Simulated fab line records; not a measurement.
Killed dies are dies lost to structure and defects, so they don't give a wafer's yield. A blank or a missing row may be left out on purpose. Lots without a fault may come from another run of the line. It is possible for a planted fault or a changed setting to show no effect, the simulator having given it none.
Split-lot study | flow n5-finfet | 39 wafers read from 7 lots, route of 1938 steps

== SPLIT DETAILS ==
At N5_HKMG_FIN_ETCH_35 (etches SOC in N2/H2, target depth 215.8 nm, time 243.4 s), the setting source-w was moved away from the recipe's 3000 W on 12 of the 39 wafers read, by -18.2% to +8.4%. For the rest of the wafers, this setting stayed at what the recipe calls for.

The reading comes from the split's own step.

== THE READING ==
rf-vpp-V, in V, at N5_HKMG_FIN_ETCH_35 (etches SOC in N2/H2, target depth 215.8 nm, time 243.4 s). Typical for fault-free wafers on this fab line: 141.6 V, with standard deviation 1 V.

wafer  | tool, chamber at the split | source-w as run, W | against the recipe | rf-vpp-V, V | against lot-mates on the recipe
L074.1 | rie-diel-06, 0             | 2454               | -18.2%             | 153.9       | +12.0
L074.2 | rie-diel-06, 3             | 3000               | recipe             | 142.7       | -
L074.3 | rie-diel-06, 1             | 2454               | -18.2%             | 150.6       | +8.7
L074.4 | rie-diel-06, 2             | 3000               | recipe             | 141.0       | -
L074.5 | rie-diel-06, 0             | 3000               | recipe             | 141.9       | -
L074.6 | rie-diel-06, 1             | 2454               | -18.2%             | 152.1       | +10.2
L076.1 | rie-diel-01, 2             | 3000               | recipe             | 141.0       | -
L076.2 | rie-diel-01, 1             | 3000               | recipe             | 141.5       | -
L076.6 | rie-diel-01, 1             | 3000               | recipe             | 141.4       | -
L082.1 | rie-diel-06, 0             | 3252               | +8.4%              | 140.1       | -1.2
L082.2 | rie-diel-06, 3             | 3000               | recipe             | 142.5       | -
L082.3 | rie-diel-06, 2             | 3000               | recipe             | 141.4       | -
L082.4 | rie-diel-06, 1             | 3252               | +8.4%              | 136.4       | -4.9
L082.5 | rie-diel-06, 3             | 3252               | +8.4%              | 137.4       | -3.9
L082.6 | rie-diel-06, 2             | 3000               | recipe             | 139.9       | -
L086.1 | rie-diel-04, 0             | 3225               | +7.5%              | 138.1       | -3.3
L086.2 | rie-diel-04, 3             | 3000               | recipe             | 141.3       | -
L086.3 | rie-diel-04, 1             | 3000               | recipe             | 143.1       | -
L086.4 | rie-diel-04, 0             | 3225               | +7.5%              | 135.6       | -5.8
L086.5 | rie-diel-04, 1             | 3225               | +7.5%              | 138.0       | -3.4
L086.6 | rie-diel-04, 3             | 3000               | recipe             | 139.9       | -
L085.1 | rie-diel-06, 1             | 3249               | +8.3%              | 137.3       | -5.3
L085.2 | rie-diel-06, 3             | 3000               | recipe             | 142.1       | -
L085.3 | rie-diel-06, 0             | 3000               | recipe             | 142.8       | -
L085.4 | rie-diel-06, 3             | 3249               | +8.3%              | 137.3       | -5.3
L085.5 | rie-diel-06, 1             | 3000               | recipe             | 143.0       | -
L085.6 | rie-diel-06, 0             | 3249               | +8.3%              | 138.1       | -4.5
L093.1 | rie-diel-06, 0             | 3000               | recipe             | 141.7       | -
L093.2 | rie-diel-06, 2             | 3000               | recipe             | 141.6       | -
L093.3 | rie-diel-06, 3             | 3000               | recipe             | 142.8       | -
L093.4 | rie-diel-06, 1             | 3000               | recipe             | 141.6       | -
L093.5 | rie-diel-06, 3             | 3000               | recipe             | 141.9       | -
L093.6 | rie-diel-06, 2             | 3000               | recipe             | 141.1       | -
L096.1 | rie-diel-01, 0             | 3000               | recipe             | 143.7       | -
L096.2 | rie-diel-01, 1             | 3000               | recipe             | 142.1       | -
L096.3 | rie-diel-01, 2             | 3000               | recipe             | 141.0       | -
L096.4 | rie-diel-01, 3             | 3000               | recipe             | 142.4       | -
L096.5 | rie-diel-01, 2             | 3000               | recipe             | 140.8       | -
L096.6 | rie-diel-01, 1             | 3000               | recipe             | 141.3       | -

FIT RESULTS
A straight line over all 39 wafers: rf-vpp-V changes by -0.553 V for each +1% of source-w; r = -0.96; the points scatter about the line by 1.1 V.
The same after taking each lot's own level away (the mean of its wafers on the recipe; 39 wafers): -0.55 V for each +1%; r = -0.96; scatter 1.1 V.
According to that fit, moving source-w by its largest amount changes the reading by 10 V.
Across the lots, their own levels run from 141.27 to 142.63 V, a range of 1.4 times the standard deviation given above.
So the lot-to-lot level changes the slope little: the two slopes agree.
Check: for one of the wafers moved furthest among these (-18.2%), held out of the fit, the line's prediction against its lot-mates is +9.46 V. It came out at +12 V against them.
Tool readings at the split's step, against how far the setting was moved: rf-vpp-V r = -0.96.

== ADDITIONAL SPLITS CARRIED BY THESE WAFERS ==
Before the reading, these wafers also passed through other splits. Each is held against what the fit with the lots' levels taken away leaves over:
other split on the same wafers       | wafers away from the commonest value | r with rf-vpp-V (lot level and that fit taken away)
N5_DUMMY_GATE_ETCH_31 target-depth-a | 12                                   | -0.11
N5_DUMMY_GATE_ETCH_32 time-s         | 6                                    | +0.04
N5_DUMMY_GATE_ETCH_42 bias-w         | 15                                   | -0.30
N5_SPACER0_ALD_07 target-thk-a       | 15                                   | -0.03

== THE WHOLE CHAIN: every reading that the file lists as answering this split, in the file's order ==
step                | what it does                                             | reading                                                                         | change (the file's fit)              | r (the file's)
N5_HKMG_FIN_ETCH_35 | etches SOC in N2/H2, target depth 215.8 nm, time 243.4 s | rf-vpp-V                                                                        | -0.55 V for each +1% of the setting  | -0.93
N5_HKMG_FIN_ETCH_35 | etches SOC in N2/H2, target depth 215.8 nm, time 243.4 s | HKMG_FIN.feature-depth-nm (the simulator's own value, which no gauge read)      | +1.79 nm for each +1% of the setting | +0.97
N5_HKMG_FIN_ETCH_35 | etches SOC in N2/H2, target depth 215.8 nm, time 243.4 s | etch.depth-nm (the simulator's own value, which no gauge read)                  | +1.79 nm for each +1% of the setting | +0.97
N5_HKMG_FIN_ETCH_35 | etches SOC in N2/H2, target depth 215.8 nm, time 243.4 s | SOC_of_HKMG_FIN_COAT_29.thk-nm (the simulator's own value, which no gauge read) | -1.79 nm for each +1% of the setting | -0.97

== THE FILE'S OWN FIT ==
rf-vpp-V changes by -0.55 V for each +1% of source-w, r = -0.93.
